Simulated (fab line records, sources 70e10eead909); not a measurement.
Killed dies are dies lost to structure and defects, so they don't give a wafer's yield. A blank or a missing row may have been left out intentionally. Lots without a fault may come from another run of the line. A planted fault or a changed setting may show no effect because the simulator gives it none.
The tool behind it: which one? :: flow nand harc :: 21 wafers sampled from 7 lots at 1 step of a route of 1159

WHAT THE GAUGES READ, wafer by wafer
NHARC_A_M0_INSPECT_11.
lot: L470
measured: day 17 18:46
on: defect inspect-01
raw defect count: 25 26 28

lot: L472
measured: day 18 09:11
on: defect inspect-02
raw defect count: 9 14 11

lot: L476
measured: day 19 11:47
on: defect inspect-01
raw defect count: 36 45 42

lot: L480
measured: day 20 05:38
on: defect inspect-01
raw defect count: 25 30 27

lot: L484
measured: day 21 17:33
on: defect inspect-02
raw defect count: 55 36 46

lot: L489
measured: day 22 23:26
on: defect inspect-02
raw defect count: 14 16 24

lot: L491
measured: day 23 13:21
on: defect inspect-02
raw defect count: 54 44 40

EACH LOT AND THE TOOL THAT RAN IT (in order: tool; ch and the chambers of the sampled wafers; start)
There is no process step in the record ahead of these readings.

THE ANSWER, worked out from the rows above alone
Rule: the usual values come from the lots themselves. The widest of any qualifying gaps counts: lots, ordered by their means at a reading, are off when they make up no more than a third of the lots, leave a main group of 4 or more, and stand apart from it by 3 or more times the standard deviation of that group's means. Not used: any main group whose means are identical at the precision the tables above print for the reading. Also off: a lot with no number at a reading for which 4 or more lots have one. Any other lot the step has rows for is counted as sound.
Across all readings shown, no lot is off: no conclusion can be drawn from this.

WHAT WAS PUT IN BY THE SIMULATOR
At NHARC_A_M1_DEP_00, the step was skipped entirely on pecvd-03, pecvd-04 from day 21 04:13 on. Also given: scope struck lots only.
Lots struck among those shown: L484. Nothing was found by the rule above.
